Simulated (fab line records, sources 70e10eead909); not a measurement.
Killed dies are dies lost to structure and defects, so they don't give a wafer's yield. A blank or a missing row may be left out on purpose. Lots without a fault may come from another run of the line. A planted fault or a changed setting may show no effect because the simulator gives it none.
A struck lot beside a sound one | flow nand_harc | 18 steps out of a route of 1159
Sound: wafers L571.1, L571.2, L571.4. Struck: wafers L582.2, L582.3, L582.4. The cause comes at the end.
At each step with rows: each side's tool, then ch and its chambers, then its first start. Under that, the readings that differ: sound wafers | struck wafers | difference of the means | sigmas: that difference in standard deviations of wafers without a fault.
alike: readings whose means differ by less than 2 such deviations, and words and numbers that are the same on both sides. not compared: withheld readings, readings that some wafer has no value for, bounds like >300 that may hide the same value, and numbers for which the record gives no deviation and whose values overlap.
The two part at a step that has a row with sigmas, a row that says differs or no value, or rows on one side only. Numbers that don't overlap but have no deviation are shown without sigmas and don't part them. A reading that every wafer of one side lacks parts them only if that side has two wafers or more.

NHARC_P_M1_INSPECT_11:
  sound on defect_inspect-02, day 7 00:44; struck on defect_inspect-02, day 9 08:46
  alike: raw_defect_count
then, 1 step without rows for these wafers: NHARC_P_M1_DESCUM_14 (chemistry O2, time 3 s).
NHARC_P_M1_ETCH_35: etches the open film in N2/H2, target depth 40 nm, overetch 12 nm, time 43.94 s.
  sound on rie_diel-09 ch 0,1,2, day 7 00:54; struck on rie_diel-09 ch 0,1,3, day 9 08:55
  reading                | sound       | struck      | difference | sigmas
  rf_hours_counter_h (h) | 1.4 1.4 1.5 | 2.5 2.8 2.8 | +1.3       |
  alike: chamber_pressure_mTorr, drypump_motor_current_A, oes_product_au, rf_vpp_V, showerhead_plenum_p_Torr, throttle_valve_pct
then, 1 step without rows for these wafers: NHARC_P_M1_ETCH_15 (etches the open film in C4F8/Ar, target depth 182.5 nm, time 91.2 s).
NHARC_P_M1_CD_MEAS_16:
  sound on cd_sem-01, day 7 01:07; struck on cd_sem-01, day 9 09:08
  alike: cd_nm
NHARC_P_M1_STRIP_18: strips in N2/H2.
  sound on rie_diel-13 ch 0,1,2, day 7 01:11; struck on rie_diel-13 ch 0,2,3, day 9 09:13
  reading                | sound | struck | difference | sigmas
  rf_hours_counter_h (h) | 2 0 2 | 6 5 5  | +4         |
  alike: chamber_pressure_mTorr, drypump_motor_current_A, oes_product_au, rf_vpp_V, showerhead_plenum_p_Torr, throttle_valve_pct
NHARC_P_M1_ETCH_28: etches the open film in CF4/N2, target depth 30 nm, time 72.99 s.
  sound on rie_diel-13 ch 0,2,3; struck on rie_diel-13 ch 0,1,2
  reading                | sound | struck | difference | sigmas
  rf_hours_counter_h (h) | 2 2 0 | 6 5 6  | +4         |
  alike: chamber_pressure_mTorr, drypump_motor_current_A, oes_product_au, rf_vpp_V, showerhead_plenum_p_Torr, throttle_valve_pct
then, 3 steps without rows for these wafers: NHARC_P_M1_STRIP_19 (strips in post etch residue remover, time 600 s); NHARC_P_M1_DEGAS_29 (time 60 s); NHARC_P_M1_PRE_CLEAN_30 (time 30 s).
NHARC_P_M1_PVD_20: deposits TaN, target thk 5 nm, time 8.06 s.
  sound on pvd_sputter-03; struck on pvd_sputter-01
  alike: throttle_valve_pct
NHARC_P_M1_PVD_21: deposits Cu, target thk 30 nm, time 20.49 s.
  sound on pvd_sputter-03; struck on pvd_sputter-01
  alike: throttle_valve_pct
NHARC_P_M1_ECD_22: material Cu, target thk 400 nm.
  sound on ecd_cu-01 ch 0,1, day 7 02:13; struck on ecd_cu-02 ch 0,1, day 9 10:13
  no value came back on the struck wafers for bath_heat_duty_pct (%), bath_temp_c (C); on the sound wafers bath_heat_duty_pct (%) reads 5.8 6.4 5.2
then, 1 step without rows for these wafers: NHARC_P_M1_ANNEAL_31 (time 90 s).
NHARC_P_M1_CMP_23: polishes, t overpolish 20 s, target thk 157.82 nm.
  sound on cmp-01 ch 0,1,2, day 7 02:58; struck on cmp-02 ch 0,1,3, day 9 10:56
  reading                | sound          | struck      | difference | sigmas
  time_to_endpoint_s (s) | 24.3 23.8 24.3 | 3.5 4.6 5.6 | -19.6      | -7
  alike: edge_zone_pressure_frac, motor_current_A
NHARC_P_M1_THK_MEAS_24: measures by xrf.
  sound on film_metro-02, day 7 03:17; struck on film_metro-02, day 9 11:15
  reading     | sound             | struck         | difference | sigmas
  thk_nm (nm) | 155.7 158.3 158.1 | 27.7 28.1 30.1 | -128.7     | -76
then, 1 step without rows for these wafers: NHARC_P_M1_SRD_25.
-- the record jumps here: 13 days lie between the struck wafers' starts before and after (it left off in module P_M1 and takes up again in module END, whose first step shown is number 1159 of the route) --
NHARC_END_SORT_01:
  sound on prober-02 ch 0, day 20 10:17; struck on prober-01 ch 0, day 22 12:13
  reading                  | sound          | struck         | difference | sigmas
  defect_limited_yield (%) | 94.7 96.6 96.8 | 0 0 0          | -96        | -64
  killed_at_periphery      | 7 5 8          | 645 650 645    | +640       | +99 or more
  killed_dies              | 36 23 22       | 677 677 677    | +650       | +65
  sort_bin_2_pct (%)       | 1.9 0.9 0.7    | 95.7 96.9 96.0 | +95.0      | +99 or more
  sort_n_pass              | 641 654 655    | 0 0 0          | -650       | -65
  sort_rim_yield_pct (%)   | 95.3 94.3 95.3 | 0 0 0          | -95        | -32
  sort_yield_pct (%)       | 94.7 96.6 96.8 | 0 0 0          | -96        | -64
  alike: killed_at_array, killed_at_other, killed_open, killed_short, sort_bin_3_pct, sort_bin_4_pct

WHERE THEY PART
First at NHARC_P_M1_ECD_22; last, within this record, at NHARC_END_SORT_01.

WHY: what the simulator had put in
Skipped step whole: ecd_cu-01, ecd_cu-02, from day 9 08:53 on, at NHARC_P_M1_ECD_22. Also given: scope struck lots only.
